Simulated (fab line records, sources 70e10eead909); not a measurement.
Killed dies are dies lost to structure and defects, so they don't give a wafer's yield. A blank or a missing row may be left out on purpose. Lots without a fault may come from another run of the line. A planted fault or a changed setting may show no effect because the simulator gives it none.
A struck lot beside a sound one | flow nand_harc | 24 steps out of a route of 1302
Sound: wafers L886.2, L886.4, L886.6. Struck: wafer L875.2. (L875.1, L875.6 of the same lot were not struck and are left out.) The cause comes at the end.
At each step with rows: each side's tool, then ch and its chambers, then its first start. Under that, the readings that differ: sound wafers | struck wafers | difference of the means | sigmas: that difference in standard deviations of wafers without a fault.
alike: readings whose means differ by less than 2 such deviations, and words and numbers that are the same on both sides. not compared: withheld readings, readings that some wafer has no value for, bounds like >300 that may hide the same value, and numbers for which the record gives no deviation and whose values overlap.
The two part at a step that has a row with sigmas, a row that says differs or no value, or rows on one side only. Numbers that don't overlap but have no deviation are shown without sigmas and don't part them. A reading that every wafer of one side lacks parts them only if that side has two wafers or more.

NHARC_P_M0_INSPECT_27:
  sound on defect_inspect-01, day 12 11:22; struck on defect_inspect-01, day 8 01:34
  alike: raw_defect_count
NHARC_P_M0_PRE_CLEAN_31: time 12 s.
  sound on pecvd-01 ch 0,2, day 12 11:27; struck on pecvd-02 ch 0, day 8 01:37
  alike: heater_power_w
NHARC_P_M0_DEP_32: deposits SiCN, target thk 30 nm.
  sound on pecvd-01 ch 0,2, day 12 11:34; struck on pecvd-02 ch 0, day 8 01:42
  alike: heater_power_w
then, 8 steps without rows for these wafers: NHARC_P_M1_DEP_00 (deposits SiOC, target thk 182.5 nm); NHARC_P_M1_DEHYDRATE_01 (time 120 s); NHARC_P_M1_HMDS_02 (time 30 s); NHARC_P_M1_COAT_34 (time 65 s); NHARC_P_M1_COAT_03 (resist thk 90 nm); NHARC_P_M1_SOFTBAKE_04 (time 55 s); NHARC_P_M1_EBR_05; NHARC_P_M1_EXPOSE_06 (exposes mask P M1, target cd 130 nm).
NHARC_P_M1_PEB_07: peb time 65 s.
  sound on litho_track-04 ch 0, day 12 12:41; struck on litho_track-04 ch 0, day 8 02:45
  reading                  | sound             | struck | difference | sigmas
  heater_power_total_W (W) | 156.3 157.1 157.0 | 171.7  | +14.9      | +34
then, 1 step without rows for these wafers: NHARC_P_M1_DEVELOP_08 (develop time 35 s).
NHARC_P_M1_CD_MEAS_09: target cd 130 nm.
  sound on cd_sem-03 ch 0, day 12 12:46; struck on cd_sem-01 ch 0, day 8 02:50
  reading    | sound             | struck | difference | sigmas
  cd_nm (nm) | 130.0 129.7 129.7 | 122.7  | -7.1       | -11
NHARC_P_M1_OVL_MEAS_10: pitch 260 nm.
  sound on overlay-02, day 12 12:51; struck on overlay-01, day 8 02:55
  reading           | sound          | struck | difference | sigmas
  overlay_y_nm (nm) | -1.1 -0.8 -1.3 | 1.4    | +2.5       | +3
  alike: overlay_x_nm
NHARC_P_M1_INSPECT_11:
  sound on defect_inspect-02, day 12 12:53; struck on defect_inspect-02, day 8 02:57
  alike: raw_defect_count
NHARC_P_M1_DESCUM_14: chemistry O2, time 3 s.
  sound on rie_diel-13 ch 0,1, day 12 12:56; struck on rie_diel-06 ch 1, day 8 03:01
  reading               | sound             | struck | difference | sigmas
  model.P_M1.cd_nm (nm) | 129.6 130.6 129.5 | 122.8  | -7.1       |
  alike: drypump_motor_current_A, oes_product_au, rf_vpp_V, showerhead_plenum_p_Torr, throttle_valve_pct
  not compared: rf_hours_counter_h
NHARC_P_M1_ETCH_35: etches the open film in N2/H2, target depth 40 nm, overetch 12 nm, time 43.94 s.
  sound on rie_diel-13 ch 0,2, day 12 13:02; struck on rie_diel-06 ch 1, day 8 03:07
  alike: drypump_motor_current_A, oes_product_au, rf_vpp_V, showerhead_plenum_p_Torr, throttle_valve_pct
  not compared: rf_hours_counter_h
NHARC_P_M1_ETCH_15: etches the open film in C4F8/Ar, target depth 182.5 nm, time 91.2 s.
  sound on rie_diel-13 ch 0,2; struck on rie_diel-06 ch 1
  alike: oes_product_au, rf_vpp_V
  not compared: rf_hours_counter_h
NHARC_P_M1_CD_MEAS_16:
  sound on cd_sem-01, day 12 13:15; struck on cd_sem-03, day 8 03:19
  reading    | sound             | struck | difference | sigmas
  cd_nm (nm) | 129.8 130.4 129.2 | 123.2  | -6.6       | -8
NHARC_P_M1_STRIP_18: strips in N2/H2.
  sound on rie_diel-06 ch 1,3, day 12 13:19; struck on rie_diel-06 ch 1, day 8 03:25
  alike: drypump_motor_current_A, oes_product_au, rf_vpp_V, showerhead_plenum_p_Torr, throttle_valve_pct
  not compared: rf_hours_counter_h
NHARC_P_M1_ETCH_28: etches the open film in CF4/N2, target depth 30 nm, time 72.99 s.
  sound on rie_diel-06 ch 0,2,3; struck on rie_diel-06 ch 0
  reading               | sound             | struck | difference | sigmas
  model.P_M1.cd_nm (nm) | 130.3 131.3 130.2 | 124.3  | -6.3       |
  alike: drypump_motor_current_A, oes_product_au, rf_vpp_V, showerhead_plenum_p_Torr, throttle_valve_pct
  not compared: rf_hours_counter_h
then, 1 step without rows for these wafers: NHARC_P_M1_STRIP_19 (strips in post etch residue remover, time 600 s).
-- the record jumps here: 18 days lie between the struck wafers' starts before and after (it left off in module P_M1 and takes up again in module END, whose first step shown is number 1302 of the route) --
NHARC_END_SORT_01:
  sound on prober-02 ch 0, day 31 02:49; struck on prober-02 ch 0, day 26 02:14
  alike: defect_limited_yield, killed_at_array, killed_at_other, killed_at_periphery, killed_dies, killed_open, killed_short, sort_bin_2_pct, sort_bin_3_pct, sort_bin_4_pct, sort_n_pass, sort_rim_yield_pct, sort_yield_pct

WHERE THEY PART
First at NHARC_P_M1_PEB_07; last, within this record, at NHARC_P_M1_CD_MEAS_16. Later steps at which nothing parts them and some readings are alike: NHARC_P_M1_STRIP_18, NHARC_P_M1_ETCH_28, NHARC_END_SORT_01.

WHY: what the simulator had put in
Process parameter drift: litho_track-04, from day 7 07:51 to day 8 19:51, at NHARC_P_M1_PEB_07. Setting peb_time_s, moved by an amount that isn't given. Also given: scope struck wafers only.
